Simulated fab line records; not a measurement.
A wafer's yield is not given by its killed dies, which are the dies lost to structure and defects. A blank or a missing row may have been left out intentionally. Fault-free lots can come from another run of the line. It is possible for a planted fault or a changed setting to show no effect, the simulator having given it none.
Struck lot and sound lot, side by side	flow nand-harc	36 steps out of a route of 1159
Sound: wafers L617.1, L617.2, L617.4. Struck: wafer L625.1. The cause is given at the end.
Each step with rows lists, per side, the tool, then ch with its chambers, then its first start. Under that, the readings that differ: sound wafers	struck wafers	difference of the means	sigmas: that difference in standard deviations of wafers without a fault.
alike: same words and numbers on both sides, and readings whose means sit less than 2 such deviations apart. not compared: any withheld reading, any reading some wafer has no value for, any bound like >300 that may hide the same value, and any number with overlapping values for which the record gives no deviation.
A row with sigmas, a row that says differs or no value, or rows on one side alone: a step with any of these is where the two part. Non-overlapping numbers with no deviation appear without sigmas and do not part them. Lack of a reading on every wafer of one side parts them only where that side has two or more wafers.

NHARC_P_START_INSPECT_01:
  sound on defect-inspect-02, day 4 12:02; struck on defect-inspect-01, day 6 12:02
  alike: raw-defect-count
then, 2 steps without rows for these wafers: NHARC_P_ZERO_WELL_PRECLEAN_00 (cleans in SPM, time 600 s); NHARC_P_ZERO_WELL_SRD_01.
NHARC_P_ZERO_WELL_PECVD_02: deposits SiO2, target thk 10 nm.
  sound on pecvd-04 ch 0,2, day 4 12:26; struck on pecvd-04 ch 0, day 6 12:29
then, 9 steps without rows for these wafers: NHARC_P_ZERO_WELL_DEHYDRATE_03 (time 120 s); NHARC_P_ZERO_WELL_HMDS_04 (time 30 s); NHARC_P_ZERO_WELL_COAT_64 (time 65 s); NHARC_P_ZERO_WELL_COAT_05 (resist thk 600 nm); NHARC_P_ZERO_WELL_SOFTBAKE_06 (time 70 s); NHARC_P_ZERO_WELL_EBR_07; NHARC_P_ZERO_WELL_EXPOSE_08 (exposes mask P ZERO, target cd 500 nm); NHARC_P_ZERO_WELL_PEB_09 (peb time 80 s); NHARC_P_ZERO_WELL_DEVELOP_10 (time 50 s).
NHARC_P_ZERO_WELL_CD_MEAS_11 targets a cd of 500 nm.
  sound on cd-sem-02 ch 0, day 4 13:14; struck on cd-sem-03 ch 0, day 6 13:15
  alike: cd-nm
then, 1 step without rows for these wafers: NHARC_P_ZERO_WELL_HARDBAKE_12 (time 65 s).
NHARC_P_ZERO_WELL_DESCUM_13: chemistry O2, time 3 s.
  sound on rie-diel-03 ch 1,2,3, day 4 13:24; struck on rie-diel-03 ch 1, day 6 13:25
reading	sound	struck	difference	sigmas
rf-hours-counter-h (h)	2 2 2	6	+4	
  alike: drypump-motor-current-A, oes-product-au, rf-vpp-V, showerhead-plenum-p-Torr, throttle-valve-pct
NHARC_P_ZERO_WELL_ETCH_65: etches the open film in N2/H2, target depth 80 nm, overetch 24 nm, time 87.88 s.
  sound on rie-diel-03 ch 1,2,3, day 4 13:29; struck on rie-diel-03 ch 1, day 6 13:31
reading	sound	struck	difference	sigmas
rf-hours-counter-h (h)	2 2 2	6	+4	
rf-vpp-V (V)	427.5 436.4 428.0	435.9	+5.3	+2
  alike: drypump-motor-current-A, oes-product-au, showerhead-plenum-p-Torr, throttle-valve-pct
NHARC_P_ZERO_WELL_ETCH_62: etches the open film in CHF3/Ar, target depth 13 nm, time 6.5 s.
  sound: rie-diel-03 ch 1,2,3; struck: rie-diel-03 ch 2
reading	sound	struck	difference	sigmas
rf-hours-counter-h (h)	2 2 2	5	+3	
  alike: drypump-motor-current-A, oes-product-au, rf-vpp-V, showerhead-plenum-p-Torr, throttle-valve-pct
NHARC_P_ZERO_WELL_ETCH_63: etches the open film in HBr/Cl2, target depth 120 nm, time 40.1 s.
  sound on rie-si-02 ch 1,2,3, day 4 13:39; struck on rie-si-06 ch 1, day 6 13:42
reading	sound	struck	difference	sigmas
rf-hours-counter-h (h)	0.4 0.4 0.5	1.3	+0.9	
  alike: drypump-motor-current-A, oes-product-au, throttle-valve-pct
then, 9 steps without rows for these wafers: NHARC_P_ZERO_WELL_STRIP_15 (strips in SPM, time 900 s); NHARC_P_ZERO_WELL_DEHYDRATE_16 (time 120 s); NHARC_P_ZERO_WELL_HMDS_17 (time 30 s); NHARC_P_ZERO_WELL_COAT_18; NHARC_P_ZERO_WELL_SOFTBAKE_19 (time 95 s); NHARC_P_ZERO_WELL_EBR_20; NHARC_P_ZERO_WELL_EXPOSE_21 (exposes mask P NWELL, target cd 720 nm); NHARC_P_ZERO_WELL_PEB_22 (peb time 85 s); NHARC_P_ZERO_WELL_DEVELOP_23 (time 70 s).
NHARC_P_ZERO_WELL_CD_MEAS_24 targets a cd of 720 nm.
  sound on cd-sem-02 ch 0, day 4 14:28; struck on cd-sem-02 ch 0, day 6 14:35
  alike: cd-nm
then, 1 step without rows for these wafers: NHARC_P_ZERO_WELL_HARDBAKE_25 (time 80 s).
NHARC_P_ZERO_WELL_DESCUM_26: chemistry O2, time 3 s.
  sound on rie-diel-09 ch 1,2,3, day 4 14:37; struck on rie-diel-03 ch 0, day 6 14:46
reading	sound	struck	difference	sigmas
rf-hours-counter-h (h)	0 0 0	6	+6	
  alike: drypump-motor-current-A, oes-product-au, rf-vpp-V, showerhead-plenum-p-Torr, throttle-valve-pct
then, 2 steps without rows for these wafers: NHARC_P_ZERO_WELL_IMPLANT_27; NHARC_P_ZERO_WELL_IMPLANT_57.
NHARC_P_STI_INSPECT_11:
  sound on defect-inspect-02, day 5 11:23; struck on defect-inspect-02, day 7 14:03
reading	sound	struck	difference	sigmas
raw-defect-count	6 2 4	18	+14	+6
  not compared: hold
NHARC_P_STI_HARDBAKE_13: time 65 s.
  sound on litho-track-07 ch 0, day 5 11:27; struck on litho-track-07 ch 0, day 7 17:53
reading	sound	struck	difference	sigmas
hold	- - -	await-dispo/3.8h/release	no value on the sound wafers	
  alike: resist-line-temp-C
-- jump in the record: it breaks off in module P_STI and resumes in module END (first step shown: number 1159 of the route), and 17 days separate the struck wafers' starts before and after --
NHARC_END_SORT_01:
  at this point the record logs the struck wafers (prober-01 ch 0, day 24 17:50) and has no rows for the sound ones

== WHERE THEY PART ==
First at NHARC_P_ZERO_WELL_ETCH_65; last, within this record, at NHARC_END_SORT_01.

WHY: the cause the simulator had injected
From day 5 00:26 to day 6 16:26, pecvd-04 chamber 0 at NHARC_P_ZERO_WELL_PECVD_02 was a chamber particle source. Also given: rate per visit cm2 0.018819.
